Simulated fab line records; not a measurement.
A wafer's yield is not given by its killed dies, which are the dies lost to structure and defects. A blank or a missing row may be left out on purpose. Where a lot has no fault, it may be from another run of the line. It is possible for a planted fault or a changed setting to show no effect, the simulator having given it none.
Matching of chambers | flow n5-finfet | 3 sister chambers for N5_BEOL_M5_PRE_CLEAN_77 on cvd-co-02
The step time 15 s. 3 wafers are shown with their chamber, then 12 later ones without.

== WAFERS, EACH WITH ITS CHAMBER ==
wafer  | chamber | heater-power-w (W)
L087.5 | 2       | 98
L089.4 | 0       | 84
L089.6 | 1       | 126

== WAFERS WITHOUT THEIR CHAMBER ==
wafer  | heater-power-w (W)
L090.1 | 133
L090.2 | 85
L090.3 | 100
L090.4 | 98
L090.5 | 132
L090.6 | 85
L095.2 | 135
L095.5 | 133
L095.6 | 97
L097.2 | 85
L097.3 | 101
L097.6 | 133

== WHICH CHAMBER EACH ONE RAN IN ==
wafer  | from the rows above | in truth
L090.1 | 1                   | 1
L090.2 | 0                   | 0
L090.3 | 2                   | 2
L090.4 | 2                   | 2
L090.5 | 1                   | 1
L090.6 | 0                   | 0
L095.2 | 1                   | 1
L095.5 | 1                   | 1
L095.6 | 2                   | 2
L097.2 | 0                   | 0
L097.3 | 2                   | 2
L097.6 | 1                   | 1
Correctly placed: 12 of 12. Left unplaced by these rows: 0. Placed wrongly: 0.
How it was worked out, from the rows above alone: a wafer's distance from a chamber is the root of the sum, over the readings, of the square of ((its reading less the chamber's mean) divided by the reading's scatter). If the next closest chamber is less than 2 further off than the closest, the wafer can't be placed; otherwise it belongs to the closest. The mean given for a chamber averages the wafers shown for that chamber. The scatter: root of mean squared gap, hidden wafer to nearest shown wafer, with one shown wafer a chamber.
